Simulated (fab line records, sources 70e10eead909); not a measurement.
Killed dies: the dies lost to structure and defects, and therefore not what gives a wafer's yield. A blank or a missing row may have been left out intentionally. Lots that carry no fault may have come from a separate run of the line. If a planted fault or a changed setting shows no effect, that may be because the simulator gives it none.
fab line records	flow nandHarc
record: lots: 14	wafers: 42	lastDay: 33
route steps=1302 shown A_STAIRCASE@842
lots untouched by any fault: they come from a run of this same line in which no faults occurred
startH: hours from the record's opening day to when the first of the lot's shown wafers began	waitH: hours elapsed since this lot's preceding step	" identical to the entry in the row above	L1.1+2: a single row standing in for several wafers	- value missing, or start not given	* or withheld: withheld	< > ~ a bound
route shown NAME@n: a module of which the file shows steps, and the number in the route of the first	usual: the fault-free wafers' mean and standard deviation	same: alike in all rows	chamber/n: place in a boat	sites: the reading at each site	_std_site: standard deviation of those values	_edge_site: inner sites' mean taken away from outer sites' mean	radiusMm: for every site, how far away it sits from the centre of the wafer	mask NAME#n: copy n	behind: the most recent tool/chamber to have shaped the wafer	hold: why the lot went on hold/how many hours it stayed there/how the hold came to an end	device: the n, p or np transistor that did not switch	end of line: tests run on the same wafers once the route is complete	where a step has no rows: the recipe by itself	killed: dies lost to structure and defects at the first sort, not the wafer's yield	map: a wafer's dies, marking killed ones x, the rest . and places with no die _
set.NAME: setting as actually run; set.NAME@STEP: the setting as run at that earlier step	model.NAME: the simulator's own value behind a step, which no gauge read
steps of the route over a sample of lots; a table a step, a row a wafer
services: a tool's chamber out of use, with start hour (startH, from the record's first day; less than 0 if before it), hours out, and reason
== steps ==
step: NHARC_A_STAIRCASE_ETCHBACK_416
recipe: targetDepthA: 360	timeS: 7.2	c4f8FlowSccm: withheld	o2FlowSccm: 8	arFlowSccm: withheld	rfW: 600	biasW: 800	chemistry: C4F8/O2/Ar
usual: oesProductAu: 0.939/0.03	rfVppV: 723/5.6
lot.wafer	tool	chamber	startH	waitH	oesProductAu	rfHoursCounterH	rfVppV
L841.1	rieDiel-08	0	-	-	0.967	11	721
L841.3	"	2	"	"	0.971	12	717
L841.5	"	0	"	"	0.970	-	720
L842.4	rieDiel-08	1	-	-	0.912	12	724
L842.1	"	2	"	"	0.911	12	720
L842.5	"	1	"	"	0.920	-	723
L843.4	rieDiel-06	1	-	-	0.920	34	730
L843.2	"	3	"	"	0.944	35	718
L843.6	"	1	"	"	0.915	-	730
L844.4	rieDiel-06	1	-	-	0.919	34	730
L844.5	"	1	"	"	0.921	-	730
L844.6	"	2	"	"	0.920	-	717
L846.3	rieDiel-01	2	-	-	0.910	9	726
L846.5	"	0	"	"	0.931	-	722
L846.6	"	1	"	"	0.919	-	719
L847.1	rieDiel-08	3	-	-	0.914	12	730
L847.2	"	0	"	"	0.924	18	719
L847.3	"	2	"	"	0.916	21	718
L849.2	rieDiel-06	0	-	-	0.924	54	717
L849.6	"	1	"	"	0.915	-	729
L849.5	"	2	"	"	0.942	-	715
L850.2	rieDiel-06	2	-	-	1.000	0	732
L850.1	"	0	"	"	1.009	0	731
L850.5	"	2	"	"	1.001	-	733
L852.3	rieDiel-06	2	-	-	0.940	2	731
L852.1	"	3	"	"	0.946	2	717
L852.2	"	0	"	"	0.926	1	731
L851.3	rieDiel-06	0	-	-	0.923	2	730
L851.4	"	1	"	"	0.925	2	729
L851.5	"	0	"	"	0.932	-	731
L861.2	rieDiel-08	3	-	-	0.924	10	730
L861.6	"	1	"	"	0.917	-	723
L861.5	"	2	"	"	0.940	-	717
L863.3	rieDiel-01	1	-	-	0.929	12	718
L863.1	"	2	"	"	0.920	12	724
L863.4	"	3	"	"	0.928	11	718
L862.4	rieDiel-01	0	603.65	2.6	0.935	13	721
L862.2	"	1	"	"	0.924	14	717
L862.5	"	3	"	"	0.935	-	717
L864.2	rieDiel-06	0	-	-	0.922	45	729
L864.4	"	2	"	"	0.933	34	730
L864.6	"	3	"	"	0.931	-	716
step: NHARC_A_STAIRCASE_STRIP_476
recipe: timeS: 20	o2FlowSccm: 500	arFlowSccm: 0	biasW: 0	chemistry: O2
usual: drypumpMotorCurrentA: 5.3/0.48	oesProductAu: 1.001/0.012	rfVppV: 57.8/0.98	showerheadPlenumPTorr: 3.52/0.19	throttleValvePct: 17.036/0.0091
lot.wafer	tool	chamber	startH	waitH	drypumpMotorCurrentA	oesProductAu	rfHoursCounterH	rfVppV	showerheadPlenumPTorr	throttleValvePct
L841.1	rieDiel-08	3	404.91	0.1	5.2	0.985	4	59.3	3.77	17.027
L841.3	"	1	"	"	4.9	1.010	12	57.5	3.54	17.034
L841.5	"	3	"	"	5.2	0.990	-	57.2	3.77	17.033
L842.1	rieDiel-08	0	407.45	0.1	5.1	0.997	12	58.5	3.40	17.035
L842.4	"	2	"	"	4.8	0.998	12	56.6	3.37	17.031
L842.5	"	3	"	"	5.2	0.990	-	57.6	3.77	17.044
L843.2	rieDiel-06	2	408.84	0.1	4.8	1.006	32	57.9	3.28	17.025
L843.4	"	3	"	"	5.0	1.020	35	57.8	3.32	17.039
L843.6	"	0	"	"	5.6	1.013	-	56.3	3.30	17.021
L844.4	rieDiel-06	2	415.52	0.1	4.8	1.007	34	55.6	3.28	17.037
L844.5	"	3	"	"	5.0	1.036	-	55.7	3.32	17.031
L844.6	"	0	"	"	5.6	1.002	-	56.4	3.30	17.029
L846.3	rieDiel-01	3	428.05	0.1	5.4	1.007	13	57.8	3.39	17.042
L846.5	"	0	"	"	6.0	0.997	-	57.5	3.49	17.031
L846.6	"	1	"	"	6.3	1.002	-	57.2	3.38	17.019
L847.1	rieDiel-08	0	438.25	0.1	5.1	1.002	18	56.5	3.39	17.039
L847.2	"	1	"	"	4.9	0.999	21	58.2	3.53	17.038
L847.3	"	3	"	"	5.2	1.000	12	58.3	3.77	17.045
L849.2	rieDiel-06	0	474.91	0.1	5.6	1.009	54	56.7	3.28	17.048
L849.5	"	0	"	"	5.7	1.001	-	57.1	3.28	17.030
L849.6	"	1	"	"	5.2	0.994	-	58.1	3.75	17.023
L850.2	rieDiel-06	2	494.06	0.1	4.8	1.006	0	58.6	3.81	17.052
L850.1	"	0	"	"	5.6	0.991	0	59.4	3.81	17.035
L850.5	"	3	"	"	5.0	1.017	-	57.9	3.30	17.048
L852.3	rieDiel-06	2	500.56	0.1	4.8	1.006	2	58.0	3.81	17.025
L852.2	"	0	"	"	5.6	0.993	1	58.1	3.81	17.040
L852.1	"	1	"	"	5.2	0.992	2	57.7	3.74	17.041
L851.3	rieDiel-06	2	502.35	0.1	4.8	0.997	2	58.4	3.81	17.033
L851.4	"	1	"	"	5.2	0.991	2	57.3	3.74	17.039
L851.5	"	2	"	"	4.8	1.000	-	58.7	3.81	17.039
L861.2	rieDiel-08	0	586.89	0.1	5.1	0.992	10	57.8	3.37	17.030
L861.6	"	1	"	"	4.9	0.995	-	58.7	3.51	17.027
L861.5	"	2	"	"	4.8	0.998	-	55.5	3.34	17.036
L863.4	rieDiel-01	3	598.79	0.1	5.4	1.000	11	58.3	3.36	17.032
L863.1	"	0	"	"	6.0	1.005	11	58.1	3.46	17.029
L863.3	"	2	"	"	6.1	0.989	12	58.1	3.58	17.028
L862.2	rieDiel-01	2	603.75	0.1	6.1	0.978	14	57.8	3.58	17.038
L862.4	"	3	"	"	5.3	1.013	13	56.9	3.36	17.021
L862.5	"	0	"	"	6.0	1.003	-	58.4	3.46	17.035
L864.2	rieDiel-06	2	624.24	0.1	4.8	1.022	34	58.5	3.79	17.045
L864.4	"	3	"	"	5.0	1.014	40	58.6	3.28	17.032
L864.6	"	1	"	"	5.2	1.000	-	57.7	3.72	17.040
step: NHARC_A_STAIRCASE_ANNEAL_326
recipe: tempC: 750	timeS: 1800
usual: runLengthS: 1827/6.6	spikeTcBottomC: 768.6/2.2	spikeTcUpperC: 749.3/1.6	zonePowerLowerPct: 12.6/0.86
lot.wafer	tool	chamber	startH	waitH	runLengthS	spikeTcBottomC	spikeTcUpperC	zonePowerLowerPct
L841.1	furnace-08	0	435.40	-	1827	770.6	750.9	13.2
L841.3	"	0	"	"	1827	769.2	749.8	13.2
L841.5	"	0	"	"	1827	771.8	750.1	13.2
L842.1	furnace-08	0	435.40	-	1829	771.4	749.9	13.5
L842.4	"	0	"	"	1829	768.3	750.5	13.3
L842.5	"	0	"	"	1829	769.7	751.2	13.5
L843.2	furnace-08	0	435.40	-	1826	768.5	750.0	13.1
L843.4	"	0	"	"	1826	769.6	749.4	13.3
L843.6	"	0	"	"	1826	767.9	749.5	13.4
L844.4	furnace-08	0	448.63	-	1826	769.1	749.7	13.3
L844.5	"	0	"	"	1826	768.2	750.0	13.4
L844.6	"	0	"	"	1826	768.4	751.7	13.3
L846.3	furnace-05	0	457.88	-	1818	765.0	747.6	11.6
L846.5	"	0	"	"	1818	767.8	748.6	11.7
L846.6	"	0	"	"	1818	766.3	747.4	11.5
L847.1	furnace-08	0	471.95	-	1827	770.3	748.2	13.4
L847.2	"	0	"	"	1827	769.5	749.8	13.4
L847.3	"	0	"	"	1827	770.4	748.9	13.2
L849.2	furnace-02	0	514.68	-	1842	769.3	749.4	11.7
L849.5	"	0	"	"	1842	770.2	748.0	11.8
L849.6	"	0	"	"	1842	769.5	747.2	11.8
L850.1	furnace-08	0	526.08	-	1824	768.2	749.8	13.2
L850.2	"	0	"	"	1824	768.2	751.3	13.0
L850.5	"	0	"	"	1824	769.8	749.8	13.5
L851.3	furnace-08	-	530.84	-	-	-	-	-
L851.4	"	-	"	"	-	-	-	-
L851.5	"	-	"	"	-	-	-	-
L852.1	furnace-08	-	530.84	-	-	-	-	-
L852.2	"	-	"	"	-	-	-	-
L852.3	"	-	"	"	-	-	-	-
L861.2	furnace-05	0	624.65	-	1833	764.6	747.4	11.7
L861.5	"	0	"	"	1833	765.0	747.0	11.2
L861.6	"	0	"	"	1833	763.8	746.3	11.4
L862.2	furnace-08	0	634.32	-	1830	770.9	750.0	13.4
L862.4	"	0	"	"	1830	770.1	751.1	13.2
L862.5	"	0	"	"	1830	769.2	749.9	13.3
L863.1	furnace-08	0	634.32	-	1832	768.5	748.0	13.1
L863.3	"	0	"	"	1832	768.2	748.7	13.3
L863.4	"	0	"	"	1832	768.3	749.6	13.3
L864.2	furnace-08	0	658.80	-	1821	771.5	748.6	13.3
L864.4	"	0	"	"	1821	770.4	751.1	13.1
L864.6	"	0	"	"	1821	770.2	750.1	13.3
step: NHARC_A_STAIRCASE_ETCH_444
recipe: targetDepthA: 2.04e+05	timeS: 6800	c4f8FlowSccm: 20	o2FlowSccm: 10	arFlowSccm: withheld	rfW: 600	biasW: 1000	chemistry: C4F8/O2
usual: oesProductAu: 0.933/0.019	rfVppV: 806/5.7
lot.wafer	tool	chamber	startH	waitH	oesProductAu	rfHoursCounterH	rfVppV
L842.1	rieDiel-06	3	440.37	0.6	0.937	42	801
L842.4	"	1	"	"	0.930	41	814
L842.5	"	3	"	"	0.942	-	800
L841.1	rieDiel-08	3	442.93	3.4	0.917	14	814
L841.3	"	1	"	"	0.934	25	807
L841.5	"	3	"	"	0.920	-	816
L843.2	rieDiel-08	2	445.77	6.2	0.922	30	802
L843.4	"	0	"	"	0.922	23	803
L843.6	"	1	"	"	0.932	-	807
L844.4	rieDiel-06	1	454.19	1.5	0.919	46	816
L844.6	"	2	"	"	0.931	-	800
L844.5	"	3	"	"	0.940	-	800
L846.3	rieDiel-01	2	463.12	1.0	0.903	16	809
L846.5	"	0	"	"	0.918	-	806
L846.6	"	1	"	"	0.913	-	802
L847.1	rieDiel-06	0	476.09	0.1	0.925	55	800
L847.2	"	1	"	"	0.913	56	814
L847.3	"	2	"	"	0.921	57	798
L849.2	rieDiel-01	1	519.36	0.6	0.928	39	801
L849.5	"	0	520.78	2.0	0.922	-	807
L849.6	"	1	"	"	0.924	-	802
L850.1	rieDiel-06	2	530.63	0.5	0.935	11	815
L850.2	"	0	"	"	0.925	12	815
L850.5	"	1	"	"	0.917	-	813
L851.3	rieDiel-01	0	535.05	0.1	0.936	45	804
L851.4	"	3	536.45	1.5	0.924	40	802
L851.5	"	1	"	"	0.931	-	801
L852.1	rieDiel-06	1	535.23	0.1	0.913	15	814
L852.2	"	3	"	"	0.933	13	799
L852.3	"	0	"	"	0.933	14	814
L861.2	rieDiel-08	1	629.75	1.0	0.920	25	806
L861.5	"	3	"	"	0.918	-	814
L861.6	"	0	"	"	0.919	-	801
L863.3	rieDiel-01	2	638.56	0.1	0.922	25	808
L863.1	"	0	"	"	0.936	26	802
L863.4	"	2	640.50	2.0	0.935	-	809
L862.2	rieDiel-08	1	639.29	0.7	0.932	28	805
L862.4	"	3	"	"	0.927	30	813
L862.5	"	1	"	"	0.914	-	806
L864.4	rieDiel-08	1	662.84	0.1	0.926	37	806
L864.2	"	0	664.24	1.4	0.919	42	799
L864.6	"	1	"	"	0.920	-	805
== services ==
tool	chamber	startH	hours	kind
rieDiel-01	-	380.84	9.0	pm
rieDiel-06	0	389.79	-	clean
rieDiel-06	1	389.79	-	clean
rieDiel-06	2	389.79	-	clean
rieDiel-06	3	389.79	-	clean
rieDiel-06	2	396.28	6.9	repair
rieDiel-06	0	414.29	-	clean
rieDiel-06	1	414.29	-	clean
rieDiel-06	2	414.29	-	clean
furnace-08	-	480.05	26.0	pm
rieDiel-06	-	484.27	9.0	pm
rieDiel-08	3	484.52	13.7	repair
rieDiel-08	0	500.86	19.0	repair
rieDiel-06	1	513.87	7.6	repair
rieDiel-08	3	522.70	4.1	repair
furnace-05	-	538.30	3.6	repair
rieDiel-08	-	547.30	9.0	pm
rieDiel-01	-	557.91	9.0	pm
furnace-02	-	569.23	9.2	repair
furnace-02	-	578.46	26.0	pm
rieDiel-01	3	633.26	22.2	repair
rieDiel-01	-	647.75	2.2	repair
rieDiel-06	-	661.27	9.0	pm
rieDiel-01	2	661.46	68.9	repair
== key ==
firstSign: step: NHARC_A_STAIRCASE_ANNEAL_326	reading: toolRecord	direction: missing
effect none on later readings
metAt NHARC_A_STAIRCASE_ANNEAL_326
struckLots L851,L852
laterRowsLeftOut L851.3,L851.4,L851.5,L852.1,L852.2,L852.3
sortLeftOut L851.3,L851.4,L851.5,L852.1,L852.2,L852.3
testerLeftOut L851,L852
notActingAt NHARC_A_STAIRCASE_ETCHBACK_416,NHARC_A_STAIRCASE_STRIP_476,NHARC_A_STAIRCASE_ETCH_444
onsetBetween 526.08 530.84
fault: kind: skippedStepWhole	tool: furnace-08	chamber: -	onsetH: 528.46	steps: NHARC_A_STAIRCASE_ANNEAL_326	scope: struckLotsOnly
testerLeftOut: of these lots the tester's yield and bins aren't shown, on N5 and GAA mostly nor the transistor test; their killed dies are dies lost to structure and defects alone, not to doping, threshold or leakage, so they don't give the yield
sortLeftOut: the simulated sort isn't trusted on such a fault, so these wafers' sort isn't shown, and their yield isn't known
laterRowsLeftOut: the simulator's readings of these wafers behind a module that went badly wrong aren't trusted and aren't shown, but for the sort
